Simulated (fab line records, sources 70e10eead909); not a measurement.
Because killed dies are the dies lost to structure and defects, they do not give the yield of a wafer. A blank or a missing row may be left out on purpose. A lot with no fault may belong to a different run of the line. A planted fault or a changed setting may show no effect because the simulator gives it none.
Which tool did it?    flow nand_harc    66 wafers from 22 lots sampled at 6 of the route's 1302 steps

WHAT THE GAUGES READ, wafer by wafer
The record holds no reading of a measuring or inspecting step that can be judged against a usual standard deviation.

WHAT TOOL EACH LOT RAN ON (gives the tool, then ch and the chambers of the sampled wafers, and finally the start)
lot   NHARC_A_STAIRCASE_ETCH_170                     NHARC_A_STAIRCASE_TRIM_14                      NHARC_A_STAIRCASE_STRIP_175           NHARC_A_STAIRCASE_DESCUM_186        NHARC_A_STAIRCASE_TRIM_200          NHARC_A_STAIRCASE_TRIM_202
L074  rie_diel-13 ch 0,3, day 15 20:47 or earlier    rie_diel-03 ch 0,1,2, day 15 20:47 or earlier  plasma_asher-01 ch 0,1, day 15 20:47  rie_diel-11 ch 0,1,2, day 15 22:18  rie_diel-13 ch 0,1,3, no start      rie_diel-13 ch 1,2,3, no start
L075  rie_diel-11 ch 0,1,2, day 15 21:03 or earlier  rie_diel-13 ch 1,2,3, day 15 21:03 or earlier  plasma_asher-02 ch 0,1, day 15 21:03  rie_diel-11 ch 1,2,3, day 15 22:36  rie_diel-13 ch 1,2,3, no start      rie_diel-13 ch 1,2,3, no start
L076  rie_diel-03 ch 1,2, day 16 11:38 or earlier    rie_diel-03 ch 1,2, day 16 11:38 or earlier    plasma_asher-01 ch 0,1, day 16 11:38  rie_diel-13 ch 0,1, day 16 13:10    rie_diel-03 ch 0,2, no start        rie_diel-03 ch 0,1, no start
L077  rie_diel-03 ch 0,2, day 16 19:40 or earlier    rie_diel-13 ch 1,2, day 16 19:40 or earlier    plasma_asher-02 ch 0,1, day 16 19:40  rie_diel-11 ch 1,3, day 16 21:11    rie_diel-13 ch 0,2,3, day 16 22:53  rie_diel-13 ch 1,2,3, no start
L079  rie_diel-11 ch 1,2,3, day 17 11:46 or earlier  rie_diel-13 ch 1,2,3, day 17 11:46 or earlier  plasma_asher-01 ch 0,1, day 17 11:46  rie_diel-11 ch 0,1,3, day 17 13:37  rie_diel-11 ch 2,3, no start        rie_diel-11 ch 0,2, no start
L078  rie_diel-11 ch 2,3, day 17 12:02 or earlier    rie_diel-13 ch 0,1,3, day 17 12:02 or earlier  plasma_asher-01 ch 0,1, day 17 12:02  rie_diel-11 ch 1,2, day 17 13:40    rie_diel-11 ch 0,1,3, no start      rie_diel-11 ch 1,2, no start
L080  rie_diel-13 ch 0,1,3, day 18 08:04 or earlier  rie_diel-11 ch 2,3, day 18 08:04 or earlier    plasma_asher-01 ch 0,1, day 18 08:04  rie_diel-03 ch 0,1, day 18 09:23    rie_diel-03 ch 1,3, no start        rie_diel-03 ch 0,1,3, no start
L081  rie_diel-13 ch 0,3, day 18 08:25 or earlier    rie_diel-03 ch 0,1,3, day 18 08:25 or earlier  plasma_asher-02 ch 0,1, day 18 08:25  rie_diel-11 ch 0,1,3, day 18 09:54  rie_diel-03 ch 0,1, no start        rie_diel-03 ch 1,3, no start
L082  rie_diel-11 ch 1,2,3, day 19 15:11 or earlier  rie_diel-13 ch 0,1,3, day 19 15:11 or earlier  plasma_asher-01 ch 0,1, day 19 15:11  rie_diel-11 ch 0,1,3, day 19 16:39  rie_diel-03 ch 0,1, no start        rie_diel-03 ch 0,1,3, no start
L083  rie_diel-03 ch 0,1, day 19 10:53               rie_diel-13 ch 0,1,2, day 19 15:41 or earlier  plasma_asher-02 ch 0,1, day 19 15:41  rie_diel-03 ch 0,1, day 19 17:13    rie_diel-11 ch 0,1,3, no start      rie_diel-11 ch 0,2,3, no start
L085  rie_diel-13 ch 0,3, day 20 00:50 or earlier    rie_diel-13 ch 2,3, day 20 00:50 or earlier    plasma_asher-02 ch 0,1, day 20 00:50  rie_diel-11 ch 1,2, day 20 02:13    rie_diel-11 ch 0,1, no start        rie_diel-11 ch 0,2,3, no start
L084  rie_diel-11 ch 0,2,3, day 20 01:07 or earlier  rie_diel-13 ch 1,2,3, day 20 01:07 or earlier  plasma_asher-02 ch 0,1, day 20 01:07  rie_diel-13 ch 0,2,3, day 20 02:32  rie_diel-13 ch 0,1,2, no start      rie_diel-13 ch 1,2,3, no start
L086  rie_diel-11 ch 1,2,3, day 21 02:09 or earlier  rie_diel-03 ch 0,1, day 21 02:09 or earlier    plasma_asher-02 ch 0,1, day 21 02:09  rie_diel-03 ch 1,3, day 21 03:46    rie_diel-11 ch 0,1,3, no start      rie_diel-11 ch 0,1,3, no start
L089  rie_diel-13 ch 0,1,3, day 21 16:53 or earlier  rie_diel-11 ch 1,2,3, day 21 16:53 or earlier  plasma_asher-02 ch 0,1, day 21 16:53  rie_diel-11 ch 1,2,3, day 21 18:28  rie_diel-03 ch 0,3, no start        rie_diel-03 ch 1,3, no start
L088  rie_diel-13 ch 0,1,3, day 21 17:13 or earlier  rie_diel-03 ch 0,1,3, day 21 17:13 or earlier  plasma_asher-02 ch 0,1, day 21 17:13  rie_diel-13 ch 2,3, day 21 18:39    rie_diel-03 ch 0,1,3, no start      rie_diel-03 ch 0,1,2, no start
L091  rie_diel-11 ch 1,2, day 23 03:56 or earlier    rie_diel-13 ch 1,2, day 23 03:56 or earlier    plasma_asher-01 ch 0,1, day 23 03:56  rie_diel-11 ch 0,1,2, day 23 05:20  rie_diel-03 ch 0,2,3, no start      rie_diel-03 ch 0,1,3, no start
L092  rie_diel-03 ch 2,3, day 23 09:29 or earlier    rie_diel-03 ch 0,1,3, day 23 09:29 or earlier  plasma_asher-01 ch 0,1, day 23 09:29  rie_diel-13 ch 2,3, day 23 10:58    rie_diel-11 ch 0,1,2, no start      rie_diel-11 ch 0,2,3, no start
L093  rie_diel-03 ch 2,3, day 23 09:46 or earlier    rie_diel-11 ch 0,2,3, day 23 09:46 or earlier  plasma_asher-02 ch 0, day 23 09:46    rie_diel-13 ch 0,2, day 23 11:14    rie_diel-03 ch 0,1,2, no start      rie_diel-03 ch 0,2,3, no start
L094  rie_diel-03 ch 1,2,3, day 23 22:32 or earlier  rie_diel-03 ch 2,3, day 23 22:32 or earlier    plasma_asher-01 ch 0,1, day 23 22:32  rie_diel-13 ch 0,2,3, day 23 23:52  rie_diel-03 ch 2,3, no start        rie_diel-03 ch 1,2,3, no start
L095  rie_diel-03 ch 0,1, day 24 16:14 or earlier    rie_diel-11 ch 1,2, day 24 16:14 or earlier    plasma_asher-02 ch 0,1, day 24 16:14  rie_diel-13 ch 1,2, day 24 17:47    rie_diel-03 ch 2,3, no start        rie_diel-03 ch 0,2,3, no start
L096  rie_diel-11 ch 1,2,3, day 25 01:04 or earlier  rie_diel-11 ch 0,1,3, day 25 01:04 or earlier  plasma_asher-02 ch 0,1, day 25 01:04  rie_diel-03 ch 0,2,3, day 25 02:31  rie_diel-11 ch 0,1,2, no start      rie_diel-11 ch 0,1,3, no start
L097  rie_diel-13 ch 0,1,2, day 25 10:39 or earlier  rie_diel-03 ch 0,1, day 25 10:39 or earlier    plasma_asher-01 ch 0, day 25 10:39    rie_diel-11 ch 0,1,3, day 25 12:03  rie_diel-11 ch 0,2, no start        rie_diel-11 ch 0,1,2, no start
- NHARC_A_STAIRCASE_ETCH_170: etches the open film in C4F6/O2, target depth 200 nm, time 66.667 s.
- NHARC_A_STAIRCASE_TRIM_14: chemistry O2, time 211.2 s.
- NHARC_A_STAIRCASE_STRIP_175: strips in O2.
- NHARC_A_STAIRCASE_DESCUM_186: chemistry O2, time 3 s.
- NHARC_A_STAIRCASE_TRIM_200: chemistry O2, time 211.2 s.
- NHARC_A_STAIRCASE_TRIM_202: chemistry O2, time 211.2 s.

AS READ BY THE TOOLS THEMSELVES (means over the sampled wafers that have a number; for cases with no such wafer, the mark the record gives instead)
NHARC_A_STAIRCASE_ETCH_170. Usual: drypump_motor_current_A 5.6 A, standard deviation 0.57; oes_product_au 0.973 a.u., standard deviation 0.014; rf_vpp_V 546 V, standard deviation 3.7; showerhead_plenum_p_Torr 3.90 Torr, standard deviation 0.18; throttle_valve_pct 26.903 %, standard deviation 0.0089.
lot   tool         drypump_motor_current_A (A)  oes_product_au (a.u.)  rf_vpp_V (V)  showerhead_plenum_p_Torr (Torr)  throttle_valve_pct (%)  flag
L074  rie_diel-13  5.7                          0.982                  551           4.10                             26.903                  
L075  rie_diel-11  5.9                          0.974                  547           3.96                             26.907                  
L076  rie_diel-03  5.5                          0.974                  546           3.86                             26.903                  
L077  rie_diel-03  5.7                          0.967                  546           3.90                             26.895                  
L079  rie_diel-11  5.9                          0.974                  548           3.96                             26.905                  
L078  rie_diel-11  5.9                          0.963                  549           4.07                             26.910                  
L080  rie_diel-13  5.5                          0.982                  548           3.96                             26.903                  
L081  rie_diel-13  5.6                          0.974                  550           4.09                             26.907                  
L082  rie_diel-11  5.9                          0.965                  547           3.95                             26.907                  
L083  rie_diel-03  5.2                          0.987                  542           3.73                             26.903                  
L085  rie_diel-13  6.1                          0.967                  548           3.95                             26.906                  
L084  rie_diel-11  5.8                          0.978                  549           4.05                             26.900                  
L086  rie_diel-11  5.9                          0.975                  547           3.95                             26.898                  
L089  rie_diel-13  5.5                          0.989                  547           3.94                             26.895                  
L088  rie_diel-13  5.5                          0.963                  546           3.94                             26.905                  
L091  rie_diel-11  5.6                          0.983                  545           3.81                             26.904                  
L092  rie_diel-03  5.8                          0.972                  547           3.96                             26.892                  
L093  rie_diel-03  5.8                          0.963                  548           3.96                             26.898                  
L094  rie_diel-03  5.5                          0.977                  546           3.86                             26.902                  
L095  rie_diel-03  4.9                          0.986                  542           3.68                             26.901                  
L096  rie_diel-11  5.9                          0.984                  546           3.93                             26.905                  
L097  rie_diel-13  5.6                          0.968                  545           3.78                             26.904                  

NHARC_A_STAIRCASE_TRIM_14. Usual: drypump_motor_current_A 5.6 A, standard deviation 0.57; oes_product_au 1.000 a.u., standard deviation 0.011; rf_vpp_V 57.8 V, standard deviation 0.95; showerhead_plenum_p_Torr 3.50 Torr, standard deviation 0.16; throttle_valve_pct 17.037 %, standard deviation 0.01.
lot   tool         drypump_motor_current_A (A)  oes_product_au (a.u.)  rf_vpp_V (V)  showerhead_plenum_p_Torr (Torr)  throttle_valve_pct (%)  flag
L074  rie_diel-03  5.3                          1.002                  57.6          3.42                             17.029                  
L075  rie_diel-13  5.2                          0.999                  57.7          3.56                             17.036                  
L076  rie_diel-03  5.1                          1.001                  57.6          3.38                             17.030                  
L077  rie_diel-13  5.1                          0.982                  57.6          3.43                             17.043                  
L079  rie_diel-13  5.2                          0.997                  57.6          3.55                             17.037                  
L078  rie_diel-13  5.5                          1.011                  58.0          3.57                             17.046                  
L080  rie_diel-11  5.9                          1.001                  59.0          3.66                             17.036                  
L081  rie_diel-03  5.3                          1.011                  57.8          3.43                             17.037                  
L082  rie_diel-13  5.5                          1.001                  58.8          3.55                             17.037                  
L083  rie_diel-13  5.6                          1.002                  56.9          3.42                             17.038                  
L085  rie_diel-13  5.5                          1.010                  57.9          3.52                             17.038                  
L084  rie_diel-13  5.3                          0.997                  57.6          3.53                             17.044                  
L086  rie_diel-03  5.2                          0.994                  57.6          3.35                             17.037                  
L089  rie_diel-11  5.9                          0.992                  58.2          3.55                             17.041                  
L088  rie_diel-03  5.3                          0.997                  56.8          3.42                             17.039                  
L091  rie_diel-13  5.3                          1.000                  58.6          3.39                             17.036                  
L092  rie_diel-03  5.3                          1.008                  57.4          3.41                             17.044                  
L093  rie_diel-11  5.8                          0.997                  58.0          3.63                             17.028                  
L094  rie_diel-03  5.9                          1.010                  58.4          3.57                             17.045                  
L095  rie_diel-11  6.0                          0.990                  58.4          3.44                             17.024                  
L096  rie_diel-11  6.2                          0.992                  58.7          3.65                             17.047                  
L097  rie_diel-03  5.2                          0.995                  57.3          3.33                             17.033                  

NHARC_A_STAIRCASE_STRIP_175. Usual: drypump_motor_current_A 5.7 A, standard deviation 0.52; heater_power_w 308 W, standard deviation 31.
lot   tool             drypump_motor_current_A (A)  heater_power_w (W)  flag
L074  plasma_asher-01  5.5                          325                 
L075  plasma_asher-02  6.1                          293                 
L076  plasma_asher-01  5.2                          323                 
L077  plasma_asher-02  6.0                          278                 
L079  plasma_asher-01  5.5                          327                 
L078  plasma_asher-01  5.1                          330                 
L080  plasma_asher-01  5.5                          328                 
L081  plasma_asher-02  6.0                          274                 
L082  plasma_asher-01  5.1                          327                 
L083  plasma_asher-02  6.0                          286                 
L085  plasma_asher-02  6.1                          306                 
L084  plasma_asher-02  6.1                          303                 
L086  plasma_asher-02  6.0                          278                 
L089  plasma_asher-02  6.1                          299                 
L088  plasma_asher-02  6.0                          283                 
L091  plasma_asher-01  5.2                          329                 
L092  plasma_asher-01  5.5                          326                 
L093  plasma_asher-02  5.9                          258                 
L094  plasma_asher-01  5.2                          326                 
L095  plasma_asher-02  6.1                          303                 
L096  plasma_asher-02  6.1                          305                 
L097  plasma_asher-01  4.8                          322                 

NHARC_A_STAIRCASE_DESCUM_186. Usual: drypump_motor_current_A 5.7 A, standard deviation 0.54; oes_product_au 1.001 a.u., standard deviation 0.01; rf_vpp_V 57.7 V, standard deviation 0.9; showerhead_plenum_p_Torr 1.91 Torr, standard deviation 0.098; throttle_valve_pct 11.311 %, standard deviation 0.0086.
lot   tool         drypump_motor_current_A (A)  oes_product_au (a.u.)  rf_vpp_V (V)  showerhead_plenum_p_Torr (Torr)  throttle_valve_pct (%)  flag
L074  rie_diel-11  5.9                          1.008                  58.4          1.93                             11.309                  
L075  rie_diel-11  5.9                          1.010                  57.4          1.94                             11.309                  
L076  rie_diel-13  5.4                          0.994                  58.0          1.86                             11.309                  
L077  rie_diel-11  6.3                          1.003                  57.8          1.95                             11.311                  
L079  rie_diel-11  6.2                          1.004                  57.8          2.00                             11.309                  
L078  rie_diel-11  5.6                          1.011                  57.5          1.86                             11.310                  
L080  rie_diel-03  4.9                          1.004                  56.7          1.80                             11.317                  
L081  rie_diel-11  6.2                          0.999                  57.5          2.00                             11.304                  
L082  rie_diel-11  6.2                          0.989                  58.3          2.00                             11.305                  
L083  rie_diel-03  4.9                          1.002                  56.4          1.79                             11.314                  
L085  rie_diel-11  6.0                          1.005                  56.7          1.87                             11.318                  
L084  rie_diel-13  5.8                          1.006                  58.5          1.92                             11.310                  
L086  rie_diel-03  5.4                          1.003                  57.8          1.89                             11.312                  
L089  rie_diel-11  5.9                          0.995                  57.6          1.92                             11.317                  
L088  rie_diel-13  5.4                          0.998                  58.8          1.98                             11.310                  
L091  rie_diel-11  5.9                          0.995                  57.9          1.91                             11.314                  
L092  rie_diel-13  5.3                          1.006                  57.9          1.97                             11.307                  
L093  rie_diel-13  5.9                          0.999                  57.4          1.83                             11.316                  
L094  rie_diel-13  5.8                          1.000                  57.7          1.91                             11.317                  
L095  rie_diel-13  5.1                          0.988                  57.7          1.83                             11.311                  
L096  rie_diel-03  5.7                          0.994                  57.2          1.89                             11.316                  
L097  rie_diel-11  6.2                          0.996                  58.0          1.98                             11.312                  

NHARC_A_STAIRCASE_TRIM_200. Usual: drypump_motor_current_A 5.6 A, standard deviation 0.54; oes_product_au 1.002 a.u., standard deviation 0.011; rf_vpp_V 57.7 V, standard deviation 0.99; showerhead_plenum_p_Torr 3.51 Torr, standard deviation 0.16; throttle_valve_pct 17.036 %, standard deviation 0.0089.
lot   tool         drypump_motor_current_A (A)  oes_product_au (a.u.)  rf_vpp_V (V)  showerhead_plenum_p_Torr (Torr)  throttle_valve_pct (%)  flag
L074  rie_diel-13  5.5                          0.999                  56.9          3.57                             17.034                  
L075  rie_diel-13  5.3                          0.986                  57.8          3.56                             17.040                  
L076  rie_diel-03  5.6                          1.002                  56.9          3.45                             17.037                  
L077  rie_diel-13  5.8                          1.002                  58.1          3.56                             17.037                  
L079  rie_diel-11  5.9                          1.002                  58.3          3.66                             17.031                  
L078  rie_diel-11  6.2                          1.007                  58.0          3.67                             17.031                  
L080  rie_diel-03  5.5                          1.014                  57.6          3.50                             17.030                  
L081  rie_diel-03  5.2                          1.007                  57.2          3.36                             17.027                  
L082  rie_diel-03  5.2                          1.005                  56.2          3.35                             17.029                  
L083  rie_diel-11  6.2                          0.996                  58.1          3.67                             17.034                  
L085  rie_diel-11  6.2                          0.996                  58.0          3.57                             17.038                  
L084  rie_diel-13  5.6                          0.998                  57.2          3.42                             17.047                  
L086  rie_diel-11  6.2                          0.994                  58.9          3.66                             17.038                  
L089  rie_diel-03  5.8                          1.011                  58.8          3.52                             17.034                  
L088  rie_diel-03  5.3                          0.997                  58.0          3.42                             17.032                  
L091  rie_diel-03  5.7                          1.006                  56.7          3.50                             17.046                  
L092  rie_diel-11  5.9                          1.000                  57.2          3.53                             17.044                  
L093  rie_diel-03  5.3                          0.991                  58.1          3.40                             17.034                  
L094  rie_diel-03  5.9                          1.017                  57.8          3.57                             17.034                  
L095  rie_diel-03  5.8                          0.987                  58.1          3.56                             17.045                  
L096  rie_diel-11  5.9                          1.006                  57.1          3.52                             17.038                  
L097  rie_diel-11  5.5                          1.011                  57.5          3.49                             17.037                  

NHARC_A_STAIRCASE_TRIM_202. Usual: drypump_motor_current_A 5.6 A, standard deviation 0.54; oes_product_au 1.001 a.u., standard deviation 0.01; rf_vpp_V 57.7 V, standard deviation 0.96; showerhead_plenum_p_Torr 3.50 Torr, standard deviation 0.16; throttle_valve_pct 17.037 %, standard deviation 0.0087.
lot   tool         drypump_motor_current_A (A)  oes_product_au (a.u.)  rf_vpp_V (V)  showerhead_plenum_p_Torr (Torr)  throttle_valve_pct (%)  flag
L074  rie_diel-13  5.2                          0.991                  57.5          3.56                             17.033                  
L075  rie_diel-13  5.2                          0.987                  58.3          3.56                             17.041                  
L076  rie_diel-03  5.2                          1.006                  56.4          3.36                             17.037                  
L077  rie_diel-13  5.2                          0.992                  56.9          3.55                             17.037                  
L079  rie_diel-11  5.5                          1.010                  58.8          3.52                             17.044                  
L078  rie_diel-11  6.0                          1.001                  58.2          3.46                             17.039                  
L080  rie_diel-03  5.3                          1.012                  57.7          3.43                             17.030                  
L081  rie_diel-03  5.5                          1.011                  58.1          3.50                             17.036                  
L082  rie_diel-03  5.3                          1.003                  58.3          3.42                             17.038                  
L083  rie_diel-11  5.8                          0.998                  58.9          3.64                             17.041                  
L085  rie_diel-11  5.8                          1.001                  58.2          3.64                             17.030                  
L084  rie_diel-13  5.2                          0.999                  57.0          3.53                             17.040                  
L086  rie_diel-11  6.2                          1.001                  57.2          3.66                             17.043                  
L089  rie_diel-03  5.1                          1.004                  57.4          3.38                             17.031                  
L088  rie_diel-03  5.3                          0.997                  57.5          3.41                             17.027                  
L091  rie_diel-03  5.3                          1.008                  56.7          3.41                             17.039                  
L092  rie_diel-11  5.8                          0.999                  58.1          3.62                             17.039                  
L093  rie_diel-03  5.7                          1.006                  57.7          3.50                             17.033                  
L094  rie_diel-03  5.5                          0.999                  57.3          3.47                             17.037                  
L095  rie_diel-03  5.7                          0.997                  58.2          3.50                             17.039                  
L096  rie_diel-11  6.2                          0.998                  57.0          3.64                             17.047                  
L097  rie_diel-11  5.9                          0.998                  57.9          3.52                             17.037                  

THE ANSWER, worked out from the rows above alone
Rule: take the mean of a lot's wafers that have a number; if it is more than 3 standard deviations from the usual mean, the lot is off. Also off: a lot with no number at a reading for which 4 or more lots have one. Where the step has rows for the other lots, those lots are counted as sound. After the gauges, taken in route order, come the tools' own readings; for these a lot's mean is taken, as printed above. At the first step where some lot is off, the reading lying furthest off is the one used; lots without a number count as furthest.
None of the lots is off at any reading shown; this tells nothing.

WHAT THE SIMULATOR PUT IN
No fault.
